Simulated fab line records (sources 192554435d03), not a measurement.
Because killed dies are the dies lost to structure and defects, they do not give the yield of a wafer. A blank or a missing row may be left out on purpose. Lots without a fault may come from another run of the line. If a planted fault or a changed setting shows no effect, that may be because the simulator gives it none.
Chamber matching | flow n5 finfet | rie diel-02 running N5_BEOL_M4_DESCUM_33: 4 sister chambers
The step chemistry O2, time 7 s. 22 wafers are shown with their chamber, then 11 later ones without.

== WAFERS PAIRED WITH THEIR CHAMBERS ==
wafer  | chamber | drypump motor current A (A) | showerhead plenum p Torr (Torr) | throttle valve pct (%)
L075.1 | 2       | 5.9                         | 2.06                            | 20.41
L075.2 | 3       | 6.8                         | 2.05                            | 20.83
L075.3 | 0       | 5.8                         | 2.02                            | 20.41
L075.4 | 0       | 5.8                         | 2.02                            | 20.40
L075.5 | 2       | 5.8                         | 2.06                            | 20.41
L075.6 | 3       | 6.8                         | 2.05                            | 20.81
L081.1 | 0       | 5.7                         | 2.01                            | 20.42
L081.2 | 3       | 6.8                         | 2.04                            | 20.83
L081.4 | 2       | 5.8                         | 2.05                            | 20.42
L079.1 | 3       | 6.8                         | 2.04                            | 20.84
L079.5 | 2       | 5.9                         | 2.05                            | 20.41
L079.6 | 1       | 6.3                         | 2.12                            | 20.47
L082.2 | 3       | 6.8                         | 2.04                            | 20.85
L082.3 | 0       | 5.7                         | 2.01                            | 20.42
L082.4 | 2       | 5.9                         | 2.05                            | 20.42
L085.1 | 1       | 6.3                         | 2.12                            | 20.47
L085.3 | 2       | 5.9                         | 2.05                            | 20.12
L085.5 | 0       | 5.8                         | 2.01                            | 20.44
L086.1 | 1       | 6.3                         | 2.12                            | 20.50
L086.3 | 2       | 5.9                         | 2.05                            | 20.10
L086.6 | 2       | 5.9                         | 2.05                            | 20.09
L087.1 | 1       | 6.3                         | 2.12                            | 20.47

SIGNATURES (means of the wafers above)
reading                  | chamber 0 | chamber 1 | chamber 2 | chamber 3 | scatter within a chamber
drypump motor current A  | 5.760     | 6.300     | 5.875     | 6.800     | 0.0387
showerhead plenum p Torr | 2.0140    | 2.1200    | 2.0525    | 2.0440    | 0.00465
throttle valve pct       | 20.4180   | 20.4775   | 20.2975   | 20.8320   | 0.101
Rule: for a wafer and a chamber, the distance is found by dividing, reading by reading, the gap between the wafer's reading and the chamber's mean by the reading's scatter, squaring, summing and taking the root. If the next closest chamber is less than 2 further off than the closest, the wafer can't be placed; otherwise it belongs to the closest. The scatter is the square root of a quotient: the sum, over the shown wafers, of each reading's squared deviation from its chamber's mean, divided by wafers minus chambers.

== WAFERS WITH NO CHAMBER GIVEN ==
wafer  | drypump motor current A (A) | showerhead plenum p Torr (Torr) | throttle valve pct (%)
L087.2 | 5.8                         | 2.01                            | 20.46
L087.3 | 5.9                         | 2.05                            | 20.10
L087.4 | 5.8                         | 2.05                            | 20.10
L087.5 | 5.8                         | 2.01                            | 20.45
L087.6 | 6.3                         | 2.12                            | 20.48
L090.3 | 6.8                         | 2.04                            | 20.37
L090.4 | 5.9                         | 2.05                            | 20.12
L090.6 | 5.8                         | 2.00                            | 20.46
L092.1 | 5.9                         | 2.05                            | 20.12
L092.2 | 6.8                         | 2.04                            | 20.37
L092.5 | 6.3                         | 2.11                            | 20.50

== WHICH CHAMBER EACH ONE RAN IN ==
wafer  | from the rows above | in truth
L087.2 | 0                   | 0
L087.3 | 2                   | 2
L087.4 | 2                   | 2
L087.5 | 0                   | 0
L087.6 | 1                   | 1
L090.3 | 3                   | 3
L090.4 | 2                   | 2
L090.6 | 0                   | 0
L092.1 | 2                   | 2
L092.2 | 3                   | 3
L092.5 | 1                   | 1
Correct placement for 11 of the 11. Left unplaced by these rows: 0. Number placed wrongly: 0.
